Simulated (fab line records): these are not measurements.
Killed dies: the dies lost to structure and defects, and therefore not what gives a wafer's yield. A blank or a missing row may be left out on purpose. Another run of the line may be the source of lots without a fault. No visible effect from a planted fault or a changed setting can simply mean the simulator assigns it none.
fab line records ; flow n5-finfet
record lots=8; wafers=24; last-day=17
route steps=1938 shown BEOL_M2@858 BEOL_M4@1111
lots with no fault: from the same line, run without faults
start-h: hours from the record's first day to the start of the lot's first wafer shown ; wait-h: hours elapsed since this lot's preceding step ; " repeats the value in the row above ; L1.1+2: one row covering several wafers at once ; - either no value or no given start ; * or withheld: withheld ; < > ~ a bound
route shown NAME@n: a module of which the file shows steps, and the number in the route of the first ; usual: average and standard deviation across the fault-free wafers ; same: alike in all rows ; chamber/n: place in a boat ; sites: readings site by site ; _std_site: the values' standard deviation ; _edge_site: mean of outer sites minus mean of inner sites ; radius-mm: for every site, how far away it sits from the centre of the wafer ; mask NAME#n: copy n ; behind: the last tool/chamber to shape the wafer ; hold: reason for holding the lot/hours on hold/outcome of the hold ; device: the n, p or np transistor that did not switch ; end of line: tests of these same wafers at the route's end ; step lacking rows: just its recipe ; killed: at the first sort, the dies lost to defects and structure; wafer yield is something else ; map: dies across one wafer; x = killed, . = not, _ = none there
set.NAME: the run value of the setting; set.NAME@STEP: its run value at that earlier step ; model.NAME: the simulator's own value behind a step, which no gauge read
one table for each step of the route and one row for each wafer, over a sample of lots
services: the hour from which a tool's chamber was out of use, counted from the record's first day as start-h (under 0 if before that day), plus the number of hours and why
## steps
# step N5_BEOL_M2_ETCH_74
# recipe chemistry=N2/H2; target=underlayer; target-depth-a=65; mask-material=CAR-EUV; time-s=5.2; ion-energy-ev=200; pressure-mtorr=30; source-w=840; bias-w=150; n2-flow-sccm=200; h2-flow-sccm=200; ends=cleared
# usual drypump-motor-current-A=5.6/0.49; etch-rf-on-time-s=5.16/0.096; n2-flow-sccm=199.9/0.66; oes-product-au=0.70/0.074; rf-fwd-power-W=819.5/2.8; rf-vpp-V=524.1/2.1; showerhead-plenum-p-Torr=2.55/0.062; throttle-valve-pct=17.79/0.24
lot.wafer;tool;chamber;start-h;wait-h;drypump-motor-current-A;etch-rf-on-time-s;n2-flow-sccm;oes-product-au;rf-fwd-power-W;rf-hours-counter-h;rf-vpp-V;showerhead-plenum-p-Torr;throttle-valve-pct
L916.2;rie-diel-02;1;136.72;0.0;6.7;5.16;200.0;0.82;821.9;10;521.3;2.50;17.67
L916.3;rie-diel-02;2;136.72;0.0;4.9;5.17;199.7;0.69;816.1;90;524.5;2.57;18.06
L916.6;rie-diel-02;3;136.72;0.0;5.9;5.16;199.2;0.79;818.6;-;530.0;2.71;17.61
L921.4;rie-diel-04;2;180.10;0.0;5.2;4.97;200.3;0.77;818.0;43;522.6;2.58;17.56
L921.5;rie-diel-04;2;180.10;0.0;5.2;5.03;199.4;0.77;821.1;-;524.4;2.58;17.56
L921.6;rie-diel-04;3;180.10;0.0;5.5;5.10;198.9;0.68;822.1;-;524.8;2.56;17.89
L926.2;rie-diel-04;0;208.16;0.0;6.3;5.16;199.6;0.70;823.2;64;523.9;2.58;17.33
L926.3;rie-diel-04;3;208.16;0.0;5.5;5.15;200.2;0.67;818.0;122;523.4;2.55;17.89
L926.5;rie-diel-04;0;208.16;0.0;6.3;5.12;199.3;0.71;824.8;-;524.5;2.58;17.33
L930.2;rie-diel-06;2;238.04;0.0;6.1;5.28;200.7;0.70;815.3;66;520.0;2.47;17.80
L930.5;rie-diel-06;3;238.04;0.0;5.0;5.30;200.2;0.59;820.8;-;520.8;2.51;18.16
L930.6;rie-diel-06;0;238.04;0.0;5.8;5.13;201.1;0.60;818.1;-;525.1;2.51;17.92
L932.1;rie-diel-06;2;241.06;0.0;6.1;5.24;199.7;0.69;820.2;68;522.8;2.47;17.83
L932.4;rie-diel-06;2;241.06;0.0;6.1;5.26;199.3;0.70;820.8;-;522.9;2.47;17.81
L932.6;rie-diel-06;0;241.06;0.0;5.8;5.11;200.3;0.60;815.2;-;525.1;2.51;17.93
L933.3;rie-diel-06;3;260.59;0.0;5.0;5.05;200.4;0.88;820.6;0;520.8;2.51;17.73
L933.4;rie-diel-06;0;260.59;0.0;5.8;5.19;200.7;0.59;818.5;240;522.6;2.51;17.95
L933.6;rie-diel-06;3;260.59;0.0;5.0;5.11;200.6;0.90;819.8;-;522.7;2.51;17.71
L936.2;rie-diel-04;1;268.26;0.0;5.5;5.18;201.2;0.59;818.6;234;523.2;2.51;18.12
L936.4;rie-diel-04;2;268.26;0.0;5.1;5.00;200.7;0.74;821.4;77;525.8;2.56;17.61
L936.5;rie-diel-04;0;268.26;0.0;6.3;5.13;199.7;0.69;822.0;-;523.9;2.57;17.35
L937.1;rie-diel-04;1;269.63;0.0;5.5;5.16;199.4;0.60;819.6;235;523.7;2.51;18.11
L937.2;rie-diel-04;0;269.63;0.0;6.2;5.14;199.9;0.68;820.2;91;523.3;2.57;17.36
L937.5;rie-diel-04;2;269.63;0.0;5.2;5.00;199.1;0.73;813.9;-;523.1;2.56;17.61
# step N5_BEOL_M2_ETCH_64
# recipe chemistry=N2/H2; target=SOC; target-depth-a=750; overetch-a=225; mask-material=SiARC; temp-c=40; time-s=121.9; ion-energy-ev=200; pressure-mtorr=30; source-w=840; bias-w=150; n2-flow-sccm=200; h2-flow-sccm=200
# usual drypump-motor-current-A=5.6/0.49; n2-flow-sccm=199.9/0.55; oes-product-au=0.62/0.064; rf-fwd-power-W=836.6/2.8; rf-vpp-V=524.1/1.9; showerhead-plenum-p-Torr=2.55/0.062; throttle-valve-pct=17.74/0.25
# same time-s=121.9
lot.wafer;tool;chamber;start-h;wait-h;drypump-motor-current-A;n2-flow-sccm;oes-product-au;rf-fwd-power-W;rf-hours-counter-h;rf-vpp-V;showerhead-plenum-p-Torr;throttle-valve-pct
L916.2;rie-diel-02;1;136.76;0.0;6.7;200.6;0.74;838.7;10;522.0;2.50;17.64
L916.3;rie-diel-02;2;136.76;0.0;5.0;199.9;0.62;831.6;90;524.0;2.57;18.00
L916.6;rie-diel-02;3;136.76;0.0;5.9;199.9;0.69;837.2;-;527.5;2.71;17.57
L921.4;rie-diel-04;2;180.15;0.0;5.1;200.1;0.68;838.7;43;525.0;2.58;17.51
L921.5;rie-diel-04;2;180.15;0.0;5.2;199.8;0.68;840.2;-;526.3;2.58;17.49
L921.6;rie-diel-04;3;180.15;0.0;5.5;200.4;0.60;833.1;-;523.8;2.56;17.84
L926.2;rie-diel-04;0;208.20;0.0;6.3;199.4;0.63;832.4;64;524.9;2.58;17.29
L926.3;rie-diel-04;3;208.20;0.0;5.5;198.8;0.59;833.9;122;525.0;2.55;17.86
L926.5;rie-diel-04;0;208.20;0.0;6.3;199.7;0.62;835.2;-;525.2;2.58;17.29
L930.2;rie-diel-06;2;238.08;0.0;6.1;200.4;0.62;836.6;66;520.6;2.47;17.80
L930.5;rie-diel-06;3;238.08;0.0;5.0;199.5;0.53;838.6;-;521.4;2.51;18.13
L930.6;rie-diel-06;0;238.08;0.0;5.8;199.7;0.53;833.7;-;523.1;2.51;17.87
L932.1;rie-diel-06;2;241.10;0.0;6.1;200.1;0.61;839.4;68;521.8;2.47;17.78
L932.4;rie-diel-06;2;241.10;0.0;6.1;199.2;0.62;840.3;-;521.9;2.47;17.78
L932.6;rie-diel-06;0;241.10;0.0;5.8;199.9;0.53;835.9;-;523.1;2.51;17.88
L933.3;rie-diel-06;3;260.63;0.0;5.0;199.0;0.78;840.8;0;520.7;2.51;17.69
L933.4;rie-diel-06;0;260.63;0.0;5.9;199.2;0.52;834.8;240;523.5;2.51;17.91
L933.6;rie-diel-06;3;260.63;0.0;5.0;199.1;0.78;835.8;-;522.9;2.51;17.69
L936.2;rie-diel-04;1;268.30;0.0;5.5;199.2;0.53;833.5;234;523.1;2.51;18.08
L936.4;rie-diel-04;2;268.30;0.0;5.2;199.1;0.64;832.7;77;522.5;2.56;17.56
L936.5;rie-diel-04;0;268.30;0.0;6.3;200.0;0.61;834.7;-;524.6;2.57;17.32
L937.1;rie-diel-04;1;269.68;0.0;5.5;199.3;0.53;838.1;235;523.6;2.51;18.06
L937.2;rie-diel-04;0;269.68;0.0;6.3;199.4;0.60;834.2;91;522.9;2.57;17.32
L937.5;rie-diel-04;2;269.68;0.0;5.2;199.8;0.65;830.4;-;523.9;2.56;17.55
# step N5_BEOL_M2_STRIP_19
# recipe chemistry=O2; power-w=400; temp-c=40; pressure-mtorr=30; rf-frequency-hz=6e+07; bias-power-w=0; overash-fraction=0.2; o2-flow-sccm=225
# usual drypump-motor-current-A=5.6/0.55; oes-product-au=0.82/0.09; rf-vpp-V=3.7/0.49; showerhead-plenum-p-Torr=2.10/0.064; throttle-valve-pct=16.61/0.18
lot.wafer;tool;chamber;start-h;wait-h;drypump-motor-current-A;oes-product-au;rf-hours-counter-h;rf-vpp-V;showerhead-plenum-p-Torr;throttle-valve-pct
L916.2;rie-diel-02;0;137.05;0.1;5.0;0.67;241;4.0;1.98;16.92
L916.3;rie-diel-02;2;137.05;0.1;4.9;0.81;90;3.1;2.11;16.78
L916.6;rie-diel-02;2;137.05;0.1;4.9;0.80;-;3.3;2.11;16.76
L921.4;rie-diel-02;2;180.43;0.1;4.9;0.79;107;2.9;2.11;16.82
L921.5;rie-diel-02;0;180.43;0.1;5.0;0.96;-;3.8;2.24;16.49
L921.6;rie-diel-02;3;180.43;0.1;5.9;0.88;-;4.0;2.22;16.40
L926.2;rie-diel-06;2;208.48;0.1;6.1;0.85;52;3.9;2.05;16.60
L926.3;rie-diel-06;0;208.48;0.1;5.8;0.71;215;3.2;2.06;16.65
L926.5;rie-diel-06;1;208.48;0.1;5.3;0.89;-;4.1;2.14;16.64
L930.2;rie-diel-04;0;238.40;0.1;6.3;0.81;77;4.3;2.12;16.22
L930.5;rie-diel-04;3;238.40;0.1;5.5;0.77;-;3.4;2.10;16.69
L930.6;rie-diel-04;0;238.40;0.1;6.3;0.81;-;3.1;2.12;16.22
L932.1;rie-diel-06;2;241.59;0.3;6.0;0.83;68;3.8;2.04;16.61
L932.4;rie-diel-06;1;241.59;0.3;5.3;0.88;-;3.4;2.14;16.65
L932.6;rie-diel-06;0;241.59;0.3;5.8;0.70;-;3.6;2.06;16.67
L933.3;rie-diel-06;3;260.92;0.1;5.0;1.03;0;4.0;2.06;16.43
L933.4;rie-diel-06;0;260.92;0.1;5.8;0.68;240;4.8;2.05;16.69
L933.6;rie-diel-06;3;260.92;0.1;5.0;1.02;-;3.8;2.06;16.45
L936.2;rie-diel-06;0;268.59;0.1;5.8;0.68;242;4.2;2.05;16.71
L936.4;rie-diel-06;3;268.59;0.1;5.0;1.02;3;3.8;2.06;16.45
L936.5;rie-diel-06;1;268.59;0.1;5.3;0.85;-;4.5;2.14;16.67
L937.1;rie-diel-02;2;270.24;0.4;4.9;0.77;129;3.4;2.10;16.85
L937.2;rie-diel-02;3;270.24;0.4;5.9;0.85;67;4.8;2.21;16.44
L937.5;rie-diel-02;1;270.24;0.4;6.7;0.88;-;3.4;2.05;16.54
# step N5_BEOL_M2_COAT_76
# recipe resist=underlayer; temp-c=205; time-s=60; spin-rpm=1500; resist-thk-nm=5
# usual heater-power-total-W=391.7/1.2; plate-temp-C=205.00/0.13
# same time-s=60
lot.wafer;tool;chamber;start-h;wait-h;heater-power-total-W;plate-temp-C
L916.2;litho-track-02;0;137.16;-;393.1;205.14
L916.3;litho-track-02;0;137.16;-;390.8;205.29
L916.6;litho-track-02;0;137.16;-;390.8;205.04
L921.4;litho-track-02;0;180.54;-;391.6;204.97
L921.5;litho-track-02;0;180.54;-;390.2;205.07
L921.6;litho-track-02;0;180.54;-;390.7;205.18
L926.2;litho-track-02;0;208.60;-;393.0;204.91
L926.3;litho-track-02;0;208.60;-;391.5;204.99
L926.5;litho-track-02;0;208.60;-;391.5;204.94
L930.2;litho-track-02;0;238.51;-;350.1;187.93
L930.5;litho-track-02;0;238.51;-;348.2;188.32
L930.6;litho-track-02;0;238.51;-;348.7;187.83
L932.1;litho-track-02;0;241.70;-;349.1;188.06
L932.4;litho-track-02;0;241.70;-;350.4;187.94
L932.6;litho-track-02;0;241.70;-;353.1;188.15
L933.3;litho-track-05;0;261.03;-;391.8;204.80
L933.4;litho-track-05;0;261.03;-;393.2;204.95
L933.6;litho-track-05;0;261.03;-;393.9;204.83
L936.2;litho-track-03;0;268.70;-;391.8;204.83
L936.4;litho-track-03;0;268.70;-;393.6;205.03
L936.5;litho-track-03;0;268.70;-;390.6;204.84
L937.1;litho-track-03;0;270.35;-;393.8;205.10
L937.2;litho-track-03;0;270.35;-;392.3;205.01
L937.5;litho-track-03;0;270.35;-;391.7;205.05
# step N5_BEOL_M4_RC_MEAS_101
# usual DIBL_N=36.4/1.4; DIBL_P=36.3/1.5; IOFF_N=0.162/0.023; IOFF_P=0.211/0.027; ION_N=676/9.7; ION_P=463/6.4; SS_N=71.5/0.5; SS_P=73.3/0.6; VT_N=249.3/2.5; VT_P=-249.9/2.8
lot.wafer;tool;chamber;start-h;wait-h;DIBL_N[mV/V];DIBL_P[mV/V];IOFF_N[nA/um];IOFF_P[nA/um];ION_N[uA/um];ION_P[uA/um];SS_N[mV/dec];SS_P[mV/dec];VT_N[mV];VT_P[mV]
L916.2;prober-02;0;173.70;0.2;36.4;35.9;0.157;0.212;680;470;70.9;73.2;248.7;-249.4
L916.3;prober-02;0;173.70;0.2;37.6;36.8;0.184;0.222;685;468;71.6;73.4;247.1;-247.8
L916.6;prober-02;0;173.70;0.2;36.8;35.5;0.168;0.214;683;468;71.6;72.8;247.9;-248.2
L921.4;prober-01;0;212.91;0.5;33.7;33.6;0.121;0.176;664;462;70.7;72.0;253.4;-253.6
L921.5;prober-01;0;212.91;0.5;36.4;36.3;0.162;0.223;671;461;70.9;72.7;249.2;-250.1
L921.6;prober-01;0;212.91;0.5;37.4;38.2;0.174;0.237;670;458;71.6;73.3;249.3;-247.8
L926.2;prober-02;0;237.07;0.2;37.0;36.7;0.177;0.185;682;456;71.9;73.0;247.8;-255.2
L926.3;prober-02;0;237.07;0.2;37.2;38.1;0.190;0.202;687;458;71.6;74.1;247.5;-252.1
L926.5;prober-02;0;237.07;0.2;37.8;37.9;0.192;0.205;686;459;71.6;73.4;244.2;-253.5
L932.1;prober-02;0;269.98;0.0;40.7;39.0;0.230;0.267;675;460;72.9;74.4;247.4;-248.4
L932.4;prober-02;0;269.98;0.0;37.8;36.8;0.179;0.214;682;466;71.9;74.1;247.4;-249.9
L932.6;prober-02;0;269.98;0.0;38.3;36.3;0.175;0.209;669;454;72.8;73.3;249.5;-248.8
L930.2;prober-02;0;272.06;0.2;36.4;35.6;0.141;0.203;683;470;71.8;73.0;250.3;-251.5
L930.5;prober-02;0;272.06;0.2;38.5;38.1;0.177;0.247;692;472;71.7;73.6;246.2;-246.2
L930.6;prober-02;0;272.06;0.2;36.7;36.1;0.150;0.213;676;467;72.1;72.8;248.3;-247.7
L933.3;prober-02;0;292.67;0.3;35.7;35.6;0.161;0.188;681;458;72.2;73.8;249.8;-252.5
L933.4;prober-02;0;292.67;0.3;36.4;37.2;0.173;0.212;675;457;71.8;74.8;248.5;-249.4
L933.6;prober-02;0;292.67;0.3;36.1;36.2;0.163;0.193;689;462;71.4;73.2;250.0;-252.2
L936.2;prober-01;0;296.27;0.2;36.9;36.1;0.163;0.192;676;459;71.7;73.5;249.4;-251.9
L936.4;prober-01;0;296.27;0.2;40.8;42.2;0.254;0.309;706;473;72.2;75.0;244.1;-243.8
L936.5;prober-01;0;296.27;0.2;38.4;38.3;0.188;0.240;699;472;71.9;74.3;248.1;-250.8
L937.1;prober-02;0;297.84;0.0;34.1;32.7;0.122;0.172;674;465;70.9;72.6;252.4;-251.9
L937.2;prober-02;0;297.84;0.0;37.0;36.4;0.164;0.225;673;463;71.6;73.3;248.5;-248.6
L937.5;prober-02;0;297.84;0.0;35.6;35.0;0.149;0.198;691;470;71.2;73.7;247.3;-248.5
## services
tool;chamber;start-h;hours;kind
rie-diel-06;-;153.59;1.2;repair
litho-track-03;-;154.05;-;consumable-replace:filter
rie-diel-02;0;162.16;-;clean
rie-diel-02;0;162.16;-;consumable-replace:focus-ring
rie-diel-02;0;162.16;-;consumable-replace:showerhead
rie-diel-02;0;162.16;13.7;scheduled-down
rie-diel-02;0;162.16;13.7;vent-cycle
rie-diel-06;1;175.24;16.7;repair
rie-diel-02;3;196.56;2.4;repair
litho-track-03;-;200.77;-;consumable-replace:filter
rie-diel-02;-;217.41;0.9;repair
rie-diel-02;-;221.67;28.1;pm
rie-diel-06;3;240.20;-;clean
rie-diel-06;3;240.20;-;consumable-replace:focus-ring
rie-diel-06;3;240.20;19.6;scheduled-down
rie-diel-06;3;240.20;19.6;vent-cycle
## key
first-sign step=N5_BEOL_M2_COAT_76; reading=plate-temp-C; direction=down; sigmas=99+; usual=*; struck=*
effect step=N5_BEOL_M2_COAT_76; reading=heater-power-total-W; direction=down; sigmas=34; usual=*; struck=*
met-at N5_BEOL_M2_COAT_76
struck-lots L930,L932
not-acting-at N5_BEOL_M2_ETCH_74,N5_BEOL_M2_ETCH_64,N5_BEOL_M2_STRIP_19
onset-between 208.60 238.51
fault kind=process-parameter-drift; tool=litho-track-02; chamber=-; onset-h=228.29; steps=N5_BEOL_M2_COAT_76; channel=temp-c; offset=*; shape=step; end-h=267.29; acts-in=*; stated=*
